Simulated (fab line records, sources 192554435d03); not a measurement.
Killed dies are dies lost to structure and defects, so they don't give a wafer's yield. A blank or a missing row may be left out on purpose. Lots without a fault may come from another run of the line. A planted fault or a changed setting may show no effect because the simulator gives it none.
A struck lot beside a sound one | flow n5_finfet | 17 steps out of a route of 1938
Sound: wafers L360.2, L360.4, L360.6. Struck: wafers L369.2, L369.5. (L369.1 of the same lot was not struck and is left out.) The cause comes at the end.
At each step with rows: each side's tool, then ch and its chambers, then its first start. Under that, the readings that differ: sound wafers | struck wafers | difference of the means | sigmas: that difference in standard deviations of wafers without a fault.
alike: readings whose means differ by less than 2 such deviations, and words and numbers that are the same on both sides. not compared: withheld readings, readings that some wafer has no value for, bounds like >300 that may hide the same value, and numbers for which the record gives no deviation and whose values overlap.
The two part at a step that has a row with sigmas, a row that says differs or no value, or rows on one side only. Numbers that don't overlap but have no deviation are shown without sigmas and don't part them. A reading that every wafer of one side lacks parts them only if that side has two wafers or more.

first, 2 steps without rows for these wafers: N5_DUMMY_REMOVAL_SRD_05 (time 30 s); N5_HKMG_FIN_IL_REGROW_00 (material SiO2, chemistry O3, target thk 0.75 nm, time 30 s).
N5_HKMG_FIN_HK_ALD_01: deposits HfO2, target thk 1.6 nm, pulse time 3 s, purge time 3 s.
  sound on ald_hk-03 ch 1,2, day 5 03:04; struck on ald_hk-02 ch 1,3, day 7 06:08
  alike: precursor_pulse_height_rel
N5_HKMG_FIN_HK_ANNEAL_02: time 30 s.
  sound on rtp_anneal-01 ch 0, day 5 03:19; struck on rtp_anneal-01 ch 0, day 7 06:26
  alike: lamp_power_pct, lamp_zone_2_pct, lamp_zone_6_pct, lamp_zone_7_pct, wafer_temp_C_max
N5_HKMG_FIN_ALD_74: deposits La2O3, target thk 0.5 nm, pulse time 6 s, co reactant pulse time 1 s.
  sound on ald_hk-02 ch 0,3, day 5 03:38; struck on ald_hk-01 ch 0, day 7 06:40
  alike: heater_power_w, precursor_pulse_height_rel
N5_HKMG_FIN_ALD_75: deposits Al2O3, target thk 1 nm, co reactant pulse time 1 s.
  sound on ald_hk-02 ch 0,3, day 5 03:43; struck on ald_hk-01 ch 0, day 7 06:49
  alike: heater_power_w, precursor_pulse_height_rel
then, 6 steps without rows for these wafers: N5_HKMG_FIN_COAT_41 (time 60 s, resist thk 300 nm); N5_HKMG_FIN_COAT_42 (time 60 s, resist thk 35 nm); N5_HKMG_FIN_COAT_43 (resist thk 90 nm); N5_HKMG_FIN_EBR_45; N5_HKMG_FIN_SOFTBAKE_44 (time 60 s); N5_HKMG_FIN_EXPOSE_46 (exposes mask NDIPOLE).
N5_HKMG_FIN_PEB_47: peb time 60 s.
  sound on litho_track-05 ch 0, day 5 03:59; struck on litho_track-05 ch 0, day 7 07:17
  alike: exhaust_pa
then, 1 step without rows for these wafers: N5_HKMG_FIN_DEVELOP_48 (develop time 30 s).
N5_HKMG_FIN_CD_MEAS_49: target cd 202 nm.
  sound on cd_sem-02 ch 0, day 5 04:04; struck on cd_sem-03 ch 0, day 7 07:22
  reading    | sound             | struck      | difference | sigmas
  cd_nm (nm) | 202.3 202.5 202.1 | 207.0 206.5 | +4.4       | +7
N5_HKMG_FIN_OVL_MEAS_50:
  sound on overlay-02 ch 0, day 5 04:05; struck on overlay-02 ch 0, day 7 07:23
  alike: NDIPOLE_OVL
-- the record jumps here: 4 days lie between the struck wafers' starts before and after (it left off in module HKMG_FIN and takes up again in module BEOL_M4, whose first step shown is number 1111 of the route) --
N5_BEOL_M4_RC_MEAS_101:
  sound on prober-01 ch 0, day 8 13:40; struck on prober-01 ch 0, day 11 02:55
  reading        | sound             | struck      | difference | sigmas
  DIBL_N (mV/V)  | 36.5 35.1 35.4    | 39.6 38.8   | +3.5       | +2
  IOFF_N (nA/um) | 0.164 0.134 0.144 | 0.234 0.215 | +0.077     | +3
  IOFF_P (nA/um) | 0.24 0.22 0.23    | 0.35 0.33   | +0.11      | +3
  SS_P (mV/dec)  | 73.4 72.9 73.0    | 74.8 74.5   | +1.5       | +2
  VT_N (mV)      | 252 253 250       | 242 247     | -7         | -2
  alike: DIBL_P, ION_N, ION_P, SS_N, VT_P

WHERE THEY PART
First at N5_HKMG_FIN_CD_MEAS_49; last, within this record, at N5_BEOL_M4_RC_MEAS_101.

WHY: what the simulator had put in
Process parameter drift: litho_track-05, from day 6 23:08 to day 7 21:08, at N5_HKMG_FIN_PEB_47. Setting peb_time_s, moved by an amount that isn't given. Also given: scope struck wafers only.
